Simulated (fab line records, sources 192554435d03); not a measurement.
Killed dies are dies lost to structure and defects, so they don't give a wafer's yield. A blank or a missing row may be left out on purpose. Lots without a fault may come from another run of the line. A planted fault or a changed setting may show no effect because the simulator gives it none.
Chamber matching | flow n5_finfet | N5_MOL_CONTACT_COAG_ETCHBACK_134 on rie_diel-02: 4 sister chambers
The step etches SiO2 in CHF3, target depth 10 nm, time 6.7 s. 4 wafers are shown with their chamber, then 8 later ones without.

WAFERS WITH THEIR CHAMBER
wafer  | chamber | showerhead_plenum_p_Torr (Torr)
L074.1 | 2       | 2.40
L084.1 | 0       | 2.26
L084.2 | 3       | 2.52
L085.2 | 1       | 2.32

WAFERS WITHOUT THEIR CHAMBER
wafer  | showerhead_plenum_p_Torr (Torr)
L085.3 | 2.51
L085.4 | 2.39
L091.2 | 2.54
L091.5 | 2.54
L091.6 | 2.32
L092.1 | 2.38
L092.4 | 2.32
L092.6 | 2.51

WHICH CHAMBER EACH WENT THROUGH
wafer  | from the rows above | in truth
L085.3 | 3                   | 3
L085.4 | 2                   | 2
L091.2 | 3                   | 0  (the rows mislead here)
L091.5 | 3                   | 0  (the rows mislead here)
L091.6 | 1                   | 1
L092.1 | 2                   | 2
L092.4 | 1                   | 1
L092.6 | 3                   | 3
Placed correctly: 6 of 8. Can't be placed from these rows: 0. Placed wrongly: 2.
How it was worked out, from the rows above alone: a wafer's distance from a chamber is the root of the sum, over the readings, of the square of ((its reading less the chamber's mean) divided by the reading's scatter). The wafer belongs to the nearest chamber; if the next one is less than 2 further off, it can't be placed. A chamber's mean is the mean of its shown wafers. The scatter: with one shown wafer a chamber, the root of the mean of the squares of how far each hidden wafer lies from its nearest shown one.
